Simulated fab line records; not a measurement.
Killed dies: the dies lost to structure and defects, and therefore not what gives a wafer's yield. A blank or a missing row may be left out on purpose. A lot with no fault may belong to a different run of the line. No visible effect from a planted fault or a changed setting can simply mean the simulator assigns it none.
Comparing a struck lot with a sound one + flow nandHarc + 15 steps out of a route of 1302
Sound: these wafers, L602.1, L602.2, L602.6. Struck: wafer L608.5. (L608.1, L608.4 of the same lot were not struck and are left out.) The cause comes at the end.
Per side, at each step with rows, come the tool, then ch with its chambers, and then its first start. Under that, the readings that differ: sound wafers + struck wafers + difference of the means + sigmas: that difference in standard deviations of wafers without a fault.
alike: readings whose means differ by less than 2 such deviations, and words and numbers that are the same on both sides. not compared: withheld readings, readings that some wafer has no value for, bounds like >300 that may hide the same value, and numbers for which the record gives no deviation and whose values overlap.
The two part at a step that has a row with sigmas, a row that says differs or no value, or rows on one side only. Numbers that don't overlap but have no deviation are shown without sigmas and don't part them. A reading that every wafer of one side lacks parts them only if that side has two wafers or more.

NHARC_A_M1_INSPECT_11:
  sound on defectInspect-02 at day 22 18:47; struck on defectInspect-01 at day 26 11:44
  alike: rawDefectCount
NHARC_A_M1_DESCUM_14: chemistry O2, time 3 s.
  sound on rieDiel-03 ch 1,2, day 22 18:51; struck on rieDiel-08 ch 1, day 26 11:48
  alike: drypumpMotorCurrentA, oesProductAu, rfVppV, showerheadPlenumPTorr, throttleValvePct
  not compared: rfHoursCounterH
then, 1 step without rows for these wafers: NHARC_A_M1_ETCH_35 (etches the open film in N2/H2, target depth 40 nm, overetch 12 nm, time 43.94 s).
NHARC_A_M1_ETCH_15: etches the open film in C4F8/Ar, target depth 182.5 nm, time 91.2 s.
  sound on rieDiel-03 ch 0,2,3; struck on rieDiel-08 ch 0
  alike: oesProductAu, rfVppV
  not compared: rfHoursCounterH
NHARC_A_M1_CD_MEAS_16:
  sound on cdSem-01 at day 22 19:08; struck on cdSem-02 at day 26 12:07
  alike: cdNm
then, 1 step without rows for these wafers: NHARC_A_M1_STRIP_18 (strips in N2/H2).
NHARC_A_M1_ETCH_28: etches the open film in CF4/N2, target depth 30 nm, time 72.99 s.
  sound on rieDiel-01 ch 0,2,3; struck on rieDiel-03 ch 3
  alike: drypumpMotorCurrentA, oesProductAu, rfVppV, showerheadPlenumPTorr, throttleValvePct
  not compared: rfHoursCounterH
then, 2 steps without rows for these wafers: NHARC_A_M1_STRIP_19 (strips in post etch residue remover, time 600 s); NHARC_A_M1_DEGAS_29 (time 60 s).
NHARC_A_M1_PRE_CLEAN_30: time 30 s.
  sound on pvdSputter-01; struck on pvdSputter-01
  alike: heaterPowerW
then, 1 step without rows for these wafers: NHARC_A_M1_PVD_20 (deposits TaN, target thk 5 nm, time 8.06 s).
NHARC_A_M1_PVD_21: deposits Cu, target thk 30 nm, time 20.49 s.
  sound on pvdSputter-01; struck on pvdSputter-01
  alike: throttleValvePct
NHARC_A_M1_ECD_22: material Cu, target thk 400 nm.
  sound on ecdCu-01 ch 0,1, day 22 20:19; struck on ecdCu-01 ch 0,1, day 26 13:11
then, 1 step without rows for these wafers: NHARC_A_M1_ANNEAL_31 (time 90 s).
NHARC_A_M1_CMP_23: polishes, t overpolish 20 s, target thk 154.34 nm.
  sound on cmp-02 ch 0,2,3, day 22 21:01; struck on cmp-02 ch 2, day 26 13:59
| reading             | sound          | struck | difference | sigmas |
|---------------------|----------------|--------|------------|--------|
| timeToEndpointS (s) | 26.9 26.5 27.3 | 14.2   | -12.7      | -6     |
  alike: motorCurrentA

== WHERE THEY PART ==
NHARC_A_M1_CMP_23 only, going by this record.

WHY: whatever the simulator had introduced
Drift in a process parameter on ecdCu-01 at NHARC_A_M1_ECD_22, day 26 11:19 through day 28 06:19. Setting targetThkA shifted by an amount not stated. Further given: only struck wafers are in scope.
